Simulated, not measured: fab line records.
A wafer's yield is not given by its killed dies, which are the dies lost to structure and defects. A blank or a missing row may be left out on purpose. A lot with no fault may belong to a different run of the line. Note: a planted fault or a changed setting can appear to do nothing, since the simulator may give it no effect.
fab line records | flow n5-finfet
record lots=10 wafers=30 last-day=17
route steps=1938 shown MOL_CONTACT_COAG@544 BEOL_M4@1111
lots untouched by any fault: they come from a run of this same line in which no faults occurred
start-h: hours from the record's opening day to when the first of the lot's shown wafers began | wait-h: hours from the lot's prior step to this one | " identical to the entry in the row above | L1.1+2: several wafers, shown together as one row | - either no value or no given start | * or withheld: withheld | < > ~ a bound
route shown NAME@n: NAME is a module with steps in the file, n the number in the route of the first one | usual: the fault-free wafers' mean and standard deviation | same: alike in all rows | chamber/n: place in a boat | sites: readings site by site | _std_site: their standard deviation | _edge_site: outer sites' mean less inner sites' | radius-mm: for every site, how far away it sits from the centre of the wafer | mask NAME#n: copy n | behind: the last tool/chamber to shape the wafer | hold: the reason the lot was held/the length of the hold in hours/how it ended | device: the n, p or np transistor that did not switch | end of line: the route-end tests of the same wafers | step lacking rows: just its recipe | killed: the dies lost at the first sort to structure and to defects; this is not the yield of the wafer | map: the dies of a wafer, with x for killed, . for not killed, _ for no die there
set.NAME: the setting that was run; set.NAME@STEP: the one run at that earlier step | model.NAME: the simulator's own value behind a step, which no gauge read
the route's steps for a sample of lots (tables are steps, rows are wafers)
services: a tool's chamber out of use, with start hour (start-h, from the record's first day; less than 0 if before it), hours out, and reason
## steps
# step N5_MOL_CONTACT_COAG_ALD_20
# recipe material=TiN target-thk-a=15 temp-c=400 ald-precursor-family=TiCl4 ald-co-reactant=NH3 pulse-time-s=1 purge-time-s=3 co-reactant-purge-time-s=2 co-reactant-pulse-time-s=2 ald-cycles=68 pressure-torr=3
# usual heater-power-w=829/77 precursor-pulse-height-rel=1.001/0.018
# same ald-cycles=68 co-reactant-pulse-time-s=2 pulse-time-s=1
# columns lot.wafer tool chamber start-h wait-h heater-power-w precursor-pulse-height-rel
L186.4 ald-metal-01 3 91.96 0.1 681 1.015
L186.5 " 2 " " 795 0.994
L186.6 " 3 " " 681 1.003
L188.2 ald-metal-04 0 101.03 0.1 904 1.007
L188.4 " 2 " " 915 1.007
L188.5 " 2 " " 893 1.004
L191.1 ald-metal-04 2 121.30 0.1 898 0.988
L191.2 " 1 " " 895 1.020
L191.5 " 3 " " 729 1.025
L196.1 ald-metal-01 0 148.88 0.1 870 1.007
L196.2 " 3 " " 671 1.000
L196.6 " 0 " " 860 0.978
L202.3 ald-metal-04 0 185.44 0.1 901 1.028
L202.5 " 3 " " 703 0.997
L202.6 " 0 " " 899 0.994
L205.2 ald-metal-04 1 203.92 0.1 931 0.996
L205.3 " 3 " " 721 1.024
L205.4 " 2 " " 902 1.017
L206.4 ald-metal-01 1 210.10 0.1 858 1.000
L206.5 " 3 " " 685 1.004
L206.6 " 0 " " 861 0.990
L207.1 ald-metal-03 1 219.28 0.1 765 1.018
L207.4 " 3 " " 830 1.003
L207.5 " 3 " " 831 1.011
L208.1 ald-metal-04 3 221.65 0.1 706 1.018
L208.2 " 1 " " 908 1.034
L208.5 " 2 " " 893 1.034
L209.2 ald-metal-04 0 234.44 0.1 886 1.008
L209.3 " 1 " " 906 1.023
L209.4 " 2 " " 923 1.018
# step N5_MOL_CONTACT_COAG_ALD_27
# recipe material=SiOC target-thk-a=170 temp-c=400 ald-precursor-family=carbosiloxane ald-co-reactant=H2-plasma pulse-time-s=1.5 time-s=2720 purge-time-s=2 co-reactant-purge-time-s=2 ald-cycles=340 pressure-torr=2
# usual heater-power-w=804/83 precursor-pulse-height-rel=1.000/0.023
# same ald-cycles=340 pulse-time-s=1.5
# columns lot.wafer tool chamber start-h wait-h heater-power-w precursor-pulse-height-rel
L186.4 ald-sin-01 1 98.87 0.2 910 1.006
L186.5 " 2 " " 898 1.031
L186.6 " 3 " " 752 1.004
L188.2 ald-sin-01 2 105.78 0.0 881 1.035
L188.4 " 0 " " 850 1.006
L188.5 " 1 " " 939 1.022
L191.1 ald-sin-01 3 125.39 0.0 750 1.055
L191.2 " 0 " " 871 1.021
L191.5 " 2 " " 878 0.972
L196.1 ald-sin-01 3 154.02 0.2 737 1.015
L196.2 " 1 " " 904 1.003
L196.6 " 0 " " 868 1.022
L202.3 ald-sin-01 0 191.01 1.0 873 0.970
L202.5 " 2 " " 910 0.978
L202.6 " 3 " " 776 1.018
L205.2 ald-sin-01 3 208.26 0.0 779 1.030
L205.3 " 0 " " 872 1.017
L205.4 " 1 " " 924 0.980
L206.4 ald-sin-02 0 216.08 0.0 711 0.990
L206.5 " 2 " " 800 0.994
L206.6 " 1 " " 720 0.973
L207.1 ald-sin-02 3 225.23 0.0 757 0.978
L207.4 " 0 " " 700 1.032
L207.5 " 3 " " 741 1.000
L208.1 ald-sin-02 3 227.80 1.6 782 0.995
L208.2 " 0 " " 702 0.989
L208.5 " 2 " " 768 1.013
L209.2 ald-sin-02 3 240.88 0.0 764 1.006
L209.3 " 1 " " 734 1.002
L209.4 " 0 " " 703 0.962
# step N5_MOL_CONTACT_COAG_CMP_28
# recipe stop-on=SiNx t-overpolish-s=0.85 post-cmp-clean=alkaline-brush down-force-psi=4.15 platen-rpm=51.8 pad-velocity-m-s=1.0307 target-thk-nm=14.522
# usual edge-zone-pressure-frac=1.000/0.0045 motor-current-A=12.9/1.4 time-to-endpoint-s=4.2/1.9
# columns lot.wafer tool chamber start-h wait-h edge-zone-pressure-frac motor-current-A time-to-endpoint-s
L186.4 cmp-03 3 100.48 0.8 1.000 12.2 4.7
L186.6 " 2 " " 1.004 13.1 4.1
L186.5 " 3 " " 1.008 12.1 2.1
L188.4 cmp-03 0 107.39 0.8 0.995 13.7 3.8
L188.2 " 1 " " 1.008 13.9 4.4
L188.5 " 0 " " 0.999 13.8 2.7
L191.1 cmp-01 1 126.99 0.8 1.007 16.5 4.0
L191.2 " 3 " " 0.998 12.3 2.9
L191.5 " 0 " " 0.997 12.6 3.8
L196.1 cmp-03 2 155.67 0.9 1.002 13.0 3.4
L196.2 " 3 " " 1.002 11.4 1.7
L196.6 " 0 " " 1.002 12.7 6.1
L202.3 cmp-01 1 192.70 0.9 1.000 16.2 3.9
L202.5 " 2 " " 0.993 11.9 6.1
L202.6 " 3 " " 1.001 12.4 5.0
L205.2 cmp-01 1 209.83 0.8 0.997 16.3 4.7
L205.4 " 2 " " 1.002 11.2 7.6
L205.3 " 0 " " 1.001 13.2 7.6
L206.4 cmp-01 0 217.77 0.9 0.995 14.0 1.6
L206.6 " 1 " " 1.005 16.2 2.7
L206.5 " 2 " " 1.003 11.7 5.7
L207.4 cmp-01 3 226.88 0.9 0.999 12.1 6.8
L207.1 " 0 " " 1.000 13.5 5.2
L207.5 " 1 " " 1.001 15.4 4.2
L208.1 cmp-04 1 229.55 1.0 1.011 11.8 2.0
L208.2 " 0 " " 0.997 11.8 4.0
L208.5 " 1 " " 1.009 12.4 3.5
L209.4 cmp-01 2 242.45 0.8 0.994 11.5 5.8
L209.3 " 3 " " 1.001 11.5 3.0
L209.2 " 0 " " 0.998 13.1 0.7
# step N5_MOL_CONTACT_COAG_COAT_75
# recipe resist=SOC temp-c=250 time-s=60 spin-rpm=1500 resist-thk-nm=60
# usual dispense-pressure-kPa=49.9/1.6 exhaust-pa=45.2/0.81 resist-line-temp-C=23.01/0.12 spin-speed-rpm=1499.9/0.89
# columns lot.wafer tool chamber start-h wait-h dispense-pressure-kPa exhaust-pa resist-line-temp-C spin-speed-rpm
L186.4 litho-track-05 0 101.57 0.0 48.5 44.9 23.07 1502.0
L186.5 " 0 " " 48.5 45.5 23.02 1501.4
L186.6 " 0 " " 48.5 44.2 23.12 1498.2
L188.2 litho-track-05 0 109.56 0.0 48.5 46.5 22.88 1498.7
L188.4 " 0 " " 48.4 45.9 22.83 1498.7
L188.5 " 0 " " 48.5 45.4 22.89 1498.4
L191.1 litho-track-05 0 127.98 0.0 48.5 45.8 23.07 1437.1
L191.2 " 0 " " 48.5 46.2 23.07 1438.5
L191.5 " 0 " " 48.5 45.2 22.95 1438.4
L196.1 litho-track-05 0 156.48 0.0 48.5 45.0 23.02 1438.4
L196.2 " 0 " " 48.5 44.6 23.26 1438.1
L196.6 " 0 " " 48.5 45.5 23.04 1438.1
L202.3 litho-track-03 0 193.92 0.0 49.8 45.6 23.01 1499.3
L202.5 " 0 " " 49.7 46.1 23.02 1499.8
L202.6 " 0 " " 49.8 45.4 23.07 1499.3
L205.2 litho-track-05 0 210.72 0.0 48.5 43.2 23.07 1499.1
L205.3 " 0 " " 48.5 44.6 23.09 1498.8
L205.4 " 0 " " 48.5 46.0 22.88 1500.4
L206.4 litho-track-02 0 218.56 0.0 52.7 45.8 22.98 1499.3
L206.5 " 0 " " 52.7 45.2 22.75 1497.5
L206.6 " 0 " " 52.6 45.6 23.11 1498.6
L207.1 litho-track-02 0 230.10 0.1 52.6 45.6 23.10 1501.5
L207.4 " 0 " " 52.6 46.2 22.96 1499.7
L207.5 " 0 " " 52.7 44.8 22.82 1500.5
L208.1 litho-track-02 0 230.62 0.0 52.6 44.4 22.99 1500.2
L208.2 " 0 " " 52.7 45.0 23.13 1500.5
L208.5 " 0 " " 52.7 45.5 23.14 1500.1
L209.2 litho-track-05 0 243.47 0.0 48.5 44.7 22.76 1498.9
L209.3 " 0 " " 48.5 44.7 22.85 1498.3
L209.4 " 0 " " 48.5 46.1 22.93 1500.7
# step N5_BEOL_M4_RC_MEAS_101
# usual DIBL_N=36.2/1.4 DIBL_P=36.1/1.5 IOFF_N=0.153/0.02 IOFF_P=0.215/0.03 ION_N=672/8.6 ION_P=463/6.8 SS_N=71.5/0.47 SS_P=73.3/0.57 VT_N=250.6/2.4 VT_P=-249/3.2
# columns lot.wafer tool chamber start-h wait-h DIBL_N[mV/V] DIBL_P[mV/V] IOFF_N[nA/um] IOFF_P[nA/um] ION_N[uA/um] ION_P[uA/um] SS_N[mV/dec] SS_P[mV/dec] VT_N[mV] VT_P[mV]
L186.4 prober-01 0 170.06 0.5 37.6 37.9 0.159 0.247 674 474 72.6 72.9 249.2 -247
L186.5 " 0 " " 37.6 38.2 0.161 0.259 665 465 72.1 73.1 249.9 -245
L186.6 " 0 " " 37.4 37.4 0.151 0.246 661 464 72.0 73.3 252.7 -247
L188.2 prober-01 0 175.96 0.2 38.6 38.4 0.186 0.248 673 464 71.8 74.6 246.8 -245
L188.4 " 0 " " 38.9 38.0 0.179 0.249 676 461 73.0 73.8 248.2 -247
L188.5 " 0 " " 37.4 36.7 0.161 0.224 667 457 72.1 73.5 249.3 -250
L191.1 prober-02 0 195.10 0.0 36.7 37.2 0.156 0.219 668 460 71.6 73.6 251.8 -251
L191.2 " 0 " " 33.9 33.7 0.113 0.172 652 455 70.8 71.9 258.3 -254
L191.5 " 0 " " 36.0 36.6 0.146 0.215 662 462 71.3 73.3 250.5 -251
L196.1 prober-02 0 229.18 0.0 37.6 38.4 0.144 0.228 657 461 71.7 73.7 252.0 -246
L196.2 " 0 " " 39.3 39.5 0.178 0.256 687 476 71.7 74.3 250.2 -246
L196.6 " 0 " " 37.1 37.7 0.144 0.224 670 468 71.6 72.9 250.8 -249
L202.3 prober-02 0 269.93 1.0 34.3 33.4 0.122 0.160 657 450 70.8 73.0 254.2 -257
L202.5 " 0 " " 35.7 34.8 0.139 0.177 666 453 71.0 72.7 251.7 -253
L202.6 " 0 " " 32.6 31.0 0.103 0.131 656 450 70.6 72.2 255.1 -259
L205.2 prober-02 0 271.24 0.2 36.3 35.7 0.150 0.215 659 459 71.2 73.9 250.0 -248
L205.3 " 0 " " 37.0 35.8 0.161 0.217 677 465 71.5 73.6 248.7 -251
L205.4 " 0 " " 35.8 34.3 0.135 0.189 669 465 71.2 72.8 250.4 -252
L206.4 prober-02 0 287.11 0.5 33.4 33.3 0.105 0.157 659 456 71.1 72.7 254.6 -255
L206.5 " 0 " " 34.2 34.3 0.113 0.175 652 451 71.2 72.6 254.2 -251
L206.6 " 0 " " 37.0 37.3 0.147 0.210 681 467 71.7 73.5 253.8 -250
L208.1 prober-02 0 296.07 0.0 35.3 34.7 0.139 0.193 673 460 71.3 73.2 253.2 -250
L208.2 " 0 " " 34.6 34.2 0.141 0.188 679 464 70.8 74.3 253.1 -254
L208.5 " 0 " " 34.8 34.0 0.134 0.191 679 464 71.5 73.3 251.2 -251
L207.1 prober-02 0 297.12 0.0 36.7 37.1 0.156 0.239 683 472 70.9 73.3 252.4 -248
L207.4 " 0 " " 36.4 36.2 0.150 0.224 676 470 71.2 72.1 250.8 -249
L207.5 " 0 " " 37.6 37.5 0.176 0.252 693 475 71.9 73.3 249.7 -246
L209.2 prober-01 0 302.39 0.2 34.1 35.2 0.146 0.200 676 467 70.4 73.2 249.4 -249
L209.3 " 0 " " 36.1 37.2 0.166 0.217 667 462 71.7 73.4 249.0 -247
L209.4 " 0 " " 35.6 36.6 0.160 0.213 676 461 71.5 73.7 250.4 -251
## services
# columns tool chamber start-h hours kind
ald-sin-01 2 84.94 3.2 repair
ald-sin-02 - 85.37 14.0 pm
ald-sin-02 0 85.37 14.0 vent-cycle
ald-sin-02 1 85.37 14.0 vent-cycle
ald-sin-02 2 85.37 14.0 vent-cycle
ald-sin-02 3 85.37 14.0 vent-cycle
ald-metal-04 - 92.40 0.4 repair
cmp-01 - 97.63 1.3 repair
ald-sin-02 0 99.37 - clean
ald-sin-02 1 99.37 - clean
cmp-04 - 99.42 1.5 repair
cmp-01 - 107.53 3.9 pm
ald-metal-04 - 111.07 2.8 pm
cmp-04 - 119.65 4.0 pm
ald-sin-02 3 124.49 4.0 repair
cmp-04 - 125.54 2.5 repair
ald-metal-03 - 134.67 1.7 repair
cmp-01 - 140.37 18.0 pm
cmp-03 - 181.29 1.4 repair
cmp-04 - 181.50 0.7 repair
cmp-03 - 208.04 34.2 repair
cmp-01 - 227.14 8.5 repair
cmp-04 - 233.26 0.4 repair
ald-metal-04 - 240.27 6.0 pm
## key
first-sign step=N5_MOL_CONTACT_COAG_COAT_75 reading=spin-speed-rpm direction=down sigmas=69 usual=* struck=*
effect none on later readings
met-at N5_MOL_CONTACT_COAG_COAT_75
struck-lots L191,L196
not-acting-at N5_MOL_CONTACT_COAG_ALD_20,N5_MOL_CONTACT_COAG_ALD_27,N5_MOL_CONTACT_COAG_CMP_28
onset-between 109.56 127.98
fault kind=process-parameter-drift tool=litho-track-05 chamber=- onset-h=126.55 steps=N5_MOL_CONTACT_COAG_COAT_75 channel=spin-rpm offset=* shape=step end-h=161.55 acts-in=* stated=*
